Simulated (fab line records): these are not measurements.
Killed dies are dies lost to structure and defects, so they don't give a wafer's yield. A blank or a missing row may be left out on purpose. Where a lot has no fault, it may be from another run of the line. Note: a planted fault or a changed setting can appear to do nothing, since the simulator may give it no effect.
Which tool did it? -- flow nand harc -- 14 lots with 42 wafers sampled at 5 steps, on a route of 1302 steps

## WHAT THE GAUGES READ, wafer by wafer
NHARC_P_ZERO_WELL_CD_MEAS_52 targets a cd of 2000 nm.
lot,measured,on,cd nm (nm)
L618,day 2 01:47,cd sem-02,1998.2 2002.2 2000.4
L619,day 2 11:43,cd sem-03,2001.0 1999.7 2000.0
L620,day 2 21:41,cd sem-03,1998.9 2000.4 2002.0
L621,day 3 07:47,cd sem-01,2002.4 1999.0 2001.1
L622,day 3 18:01,cd sem-03,1996.2 2000.7 1998.4
L624,day 4 13:37,cd sem-03,1999.9 1998.9 2001.1
L625,day 4 23:58,cd sem-03,1999.2 2001.1 1998.9
L627,day 5 19:53,cd sem-01,1998.7 1998.8 2000.1
L629,day 6 15:48,cd sem-02,1999.1 1999.2 1998.9
L630,day 7 01:43,cd sem-02,1999.0 1998.4 1999.4
L632,day 7 21:59,cd sem-01,2000.6 2000.1 2002.1
L639,day 10 19:31,cd sem-02,2000.2 2001.3 2001.4
L640,day 11 05:52,cd sem-03,1995.3 1999.7 2000.8
L641,day 11 15:47,cd sem-03,2000.2 1997.8 2002.1

NHARC_P_ZERO_WELL_INSPECT_43.
lot,measured,on,raw defect count
L618,day 2 03:41,defect inspect-01,17 14 21
L619,day 2 13:49,defect inspect-01,19 10 12
L620,day 2 23:32,defect inspect-01,17 13 13
L621,day 3 09:36,defect inspect-02,13 7 22
L622,day 3 19:50,defect inspect-01,13 15 9
L624,day 4 15:25,defect inspect-02,15 12 16
L625,day 5 01:47,defect inspect-02,8 13 12
L627,day 5 22:19,defect inspect-02,12 21 7
L629,day 6 17:37,defect inspect-02,13 13 12
L630,day 7 03:32,defect inspect-02,13 13 14
L632,day 7 23:47,defect inspect-02,17 24 13
L639,day 10 21:19,defect inspect-02,9 20 15
L640,day 11 07:46,defect inspect-02,12 12 16
L641,day 11 17:38,defect inspect-01,23 10 16

NHARC_END_SORT_01.
lot,measured,on,killed at array,killed at other,killed at periphery,killed dies,killed open,killed short
L629,day 28 10:52,prober-02,59 42 57,2 0 0,616 635 620,677 677 677,3 1 0,1 4 3
L630,day 29 14:55,prober-01,27 23 24,0 1 1,650 653 652,677 677 677,5 3 8,3 4 3

## WHICH TOOL RAN EACH LOT (tool, then ch and the chambers of the sampled wafers, then the start)
lot,NHARC_P_STI_CMP_21,NHARC_P_GATE_STRIP_15
L618,"cmp-02 ch 1,2,3, day 3 17:33","wet bench-04 ch 1,2,4, day 4 12:19"
L619,"cmp-02 ch 1,3, day 4 08:34","wet bench-09 ch 0,1,5, day 5 04:57"
L620,"cmp-01 ch 0,2,3, day 4 17:28","wet bench-09 ch 1,3,6, day 5 12:00"
L621,"cmp-03 ch 0,1,3, day 4 23:33","wet bench-04 ch 1,2,7, day 5 18:32"
L622,"cmp-02 ch 0,1,2, day 5 06:56","wet bench-09 ch 0,2,7, day 5 23:28"
L624,"cmp-02 ch 1,2,3, day 6 05:21","wet bench-03 ch 2,3,6, day 6 22:48"
L625,"cmp-03 ch 0,1,2, day 6 13:23","wet bench-03 ch 3,4,5, day 7 07:10"
L627,"cmp-02 ch 1,2, day 7 13:57","wet bench-04 ch 0,3,4, day 8 08:05"
L629,"cmp-03 ch 0,1, day 8 04:59","wet bench-04 ch 2,5,7, day 8 22:15"
L630,"cmp-03 ch 0,2,3, day 8 13:35","wet bench-09 ch 0,2,3, day 9 06:49"
L632,"cmp-02 ch 0,1,3, day 9 17:07","wet bench-03 ch 0,2,6, day 10 14:40"
L639,"cmp-02 ch 0,3, day 12 16:43","wet bench-03 ch 1,6,7, day 13 10:35"
L640,"cmp-03 ch 0,2,3, day 13 00:12","wet bench-09 ch 0,1,2, day 13 22:20"
L641,"cmp-02 ch 0,3, day 13 13:38","wet bench-03 ch 3,5,7, day 14 11:40"
- NHARC_P_STI_CMP_21: polishes, t overpolish 20 s, target thk 380.67 nm.
- NHARC_P_GATE_STRIP_15: strips in SPM, time 780 s.

## WHAT THE TOOLS THEMSELVES READ (means of the sampled wafers that have a number; where no wafer has one, the mark that the record gives instead)
NHARC_P_STI_CMP_21.
lot,tool,motor current A (A),overpolish run s (s),retaining ring pressure frac
L618,cmp-02,12.3,19.999,0.998
L619,cmp-02,12.2,20.001,0.993
L620,cmp-01,11.2,20.004,0.999
L621,cmp-03,12.3,19.995,1.003
L622,cmp-02,11.5,19.994,0.998
L624,cmp-02,12.4,20.010,1.002
L625,cmp-03,12.2,20.000,1.002
L627,cmp-02,12.7,19.992,1.003
L629,cmp-03,12.7,20.008,0.997
L630,cmp-03,12.1,20.003,1.000
L632,cmp-02,11.6,20.004,1.003
L639,cmp-02,11.5,19.996,0.999
L640,cmp-03,11.8,20.000,0.998
L641,cmp-02,12.6,20.008,1.004

NHARC_P_GATE_STRIP_15.
lot,tool,bath guard temp C (C),bath heat duty pct (%)
L618,wet bench-04,130.4,15.4
L619,wet bench-09,130.2,15.7
L620,wet bench-09,130.2,15.0
L621,wet bench-04,130.2,13.8
L622,wet bench-09,130.4,14.9
L624,wet bench-03,130.0,15.4
L625,wet bench-03,130.1,14.7
L627,wet bench-04,130.5,13.3
L629,wet bench-04,-,-
L630,wet bench-09,-,-
L632,wet bench-03,130.1,14.1
L639,wet bench-03,130.0,16.1
L640,wet bench-09,130.4,14.6
L641,wet bench-03,129.9,15.0

## THE ANSWER, worked out from the rows above alone
Rule: what is usual is taken from the lots themselves. Put in order of their means at a reading, lots are off if they are a third of the lots or fewer, leave a main group of 4 or more, and stand apart from it by a gap of 3 or more times the standard deviation of the main group's means; of several such gaps the widest counts. If all means in a main group match to the digits the tables above print for the reading, that group is not used. Also off: a lot with no number at a reading for which 4 or more lots have one. Where the step has rows for the other lots, those lots are counted as sound. The gauges are gone through in route order, then the tools' own readings, and for those a lot's mean is taken as printed above. The first step at which some lot is off is used, and at that step the reading that is off furthest; a lot without a number counts as furthest.
Off: L629, L630, at NHARC_P_GATE_STRIP_15 (bath guard temp C). Without a number there: L629, L630. Mean 130.2 C and standard deviation 0.18 in the main group.
A tool fits if, at that step or a process step before it, it ran every lot that is off, and no sound lot after the first of them. No candidate that was tried fits.

## WHAT WAS PUT IN BY THE SIMULATOR
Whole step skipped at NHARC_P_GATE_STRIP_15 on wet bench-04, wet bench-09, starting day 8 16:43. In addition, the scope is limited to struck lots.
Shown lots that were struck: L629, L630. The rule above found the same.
